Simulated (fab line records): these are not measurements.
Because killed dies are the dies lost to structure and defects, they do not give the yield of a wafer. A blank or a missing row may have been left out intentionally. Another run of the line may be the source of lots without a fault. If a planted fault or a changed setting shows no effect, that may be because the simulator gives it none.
2 desks, one fault || flow n5 finfet || what lay behind the numbers comes last; until then each desk has only its own

== THE METROLOGY DESK ==
What the gauges read for every lot (on any tool): the sampled wafers with a number, averaged. A lot is out of limits, marked OUT, if its mean lies more than 4 standard deviations from the usual mean; the brackets give that distance. Only the readings that lie furthest out on some lot appear, 7 of the 11 it has.
Columns: A = trench depth nm at N5_BEOL_M3_OCD_MEAS_38, usual 55.5 nm; B = DIBL_N at N5_BEOL_M4_RC_MEAS_101, usual 35.9 mV/V; C = DIBL_P at N5_BEOL_M4_RC_MEAS_101, usual 35.9 mV/V; D = IOFF_P at N5_BEOL_M4_RC_MEAS_101, usual 0.205 nA/um; E = ION_N at N5_BEOL_M4_RC_MEAS_101, usual 675 uA/um; F = ION_P at N5_BEOL_M4_RC_MEAS_101, usual 463 uA/um; G = VT_P at N5_BEOL_M4_RC_MEAS_101, usual -250.2 mV
{"lot": "L372", "first seen here": "day 7 07:17", "A": 55.0, "B": 35.7, "C": 33.9, "D": 0.215, "E": 669, "F": 461, "G": -248.9}
{"lot": "L374", "first seen here": "day 7 19:49", "A": 55.2, "B": 35.4, "C": 35.7, "D": 0.200, "E": 674, "F": 459, "G": -252.7}
{"lot": "L373", "first seen here": "day 7 20:17", "A": 55.1, "B": 36.7, "C": 36.4, "D": 0.212, "E": 677, "F": 459, "G": -248.4}
{"lot": "L375", "first seen here": "day 8 10:20", "A": 55.0, "B": 36.7, "C": 38.2, "D": 0.211, "E": 685, "F": 462, "G": -251.7}
{"lot": "L378", "first seen here": "day 8 23:54", "A": 55.4, "B": 35.8, "C": 36.5, "D": 0.236, "E": 676, "F": 471, "G": -246.4}
{"lot": "L379", "first seen here": "day 9 07:20", "A": 58.1, "B": 36.1, "C": 35.4, "D": 0.203, "E": 663, "F": 459, "G": -250.0}
{"lot": "L394", "first seen here": "day 12 22:17", "A": 56.2, "B": 38.1, "C": 37.4, "D": 0.217, "E": 681, "F": 462, "G": -250.7}
{"lot": "L393", "first seen here": "day 13 06:30", "A": 54.4, "B": 35.3, "C": 34.0, "D": 0.186, "E": 669, "F": 466, "G": -249.9}
This desk found nothing out of limits on any of the 8 lots.

== TOOL OWNER'S DESK, rie diel-02 ==
The tool's own readings at N5_BEOL_M3_TRENCH_ETCH_37 (etches SiOC in C4F6/O2, target depth 55.555 nm, time 29.2 s): means of the sampled wafers that have a number, for each lot that ran on this tool. A lot is out of limits, marked OUT, if its mean lies more than 4 standard deviations from the usual mean; the brackets give that distance. 7 of its 10 readings are shown: the first one out of limits and those lying furthest out on some lot.
Columns: A = O2_flow_sccm at N5_BEOL_M3_TRENCH_ETCH_37, usual 10.001 sccm; B = oes_f_703_au at N5_BEOL_M3_TRENCH_ETCH_37, usual 0.81 a.u.; C = oes_o_777_au at N5_BEOL_M3_TRENCH_ETCH_37, usual 0.81 a.u.; D = oes product au at N5_BEOL_M3_TRENCH_ETCH_37, usual 0.81 a.u.; E = rf fwd power W at N5_BEOL_M3_TRENCH_ETCH_37, usual 349.6 W; F = rf vpp V at N5_BEOL_M3_TRENCH_ETCH_37, usual 663 V; G = showerhead plenum p Torr at N5_BEOL_M3_TRENCH_ETCH_37, usual 2.81 Torr
{"lot": "L372", "first seen here": "day 7 07:08", "A": 10.013, "B": 0.70, "C": 0.70, "D": 0.70, "E": 350.6, "F": 665, "G": 2.90}
{"lot": "L375", "first seen here": "day 8 10:11", "A": 10.040, "B": 0.79, "C": 0.79, "D": 0.79, "E": 349.5, "F": 662, "G": 2.85}
{"lot": "L379", "first seen here": "day 9 07:11", "A": 9.977, "B": 0.94, "C": 0.93, "D": 0.88, "E": "377.8 (+18) OUT", "F": "636 (-4.4) OUT", "G": 2.80}
{"lot": "L394", "first seen here": "day 12 22:08", "A": 10.027, "B": 0.81, "C": 0.81, "D": 0.83, "E": 351.1, "F": 662, "G": 2.82}
Finding of this desk: L379 out of limits; the first was L379 at day 9 07:11, on rf fwd power W at N5_BEOL_M3_TRENCH_ETCH_37. In limits: L372, L375, L394.

== PUT TOGETHER ==
The tool owner's desk had the chance to raise an alarm at day 9 07:11 on L379.
At the metrology desk, nothing out of limits was observed.
The metrology desk holds a record of L379, inside its limits.
On rie diel-02, each named lot ran N5_BEOL_M3_TRENCH_ETCH_37.

== WHAT HAD BEEN PUT IN BY THE SIMULATOR ==
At N5_BEOL_M3_TRENCH_ETCH_37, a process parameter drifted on rie diel-02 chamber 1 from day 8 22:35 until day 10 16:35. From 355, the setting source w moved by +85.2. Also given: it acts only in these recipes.
Lots struck among those shown: L379.
Time in hours from fault onset to the first out-of-limits reading at each desk: the tool owner's desk, 9.
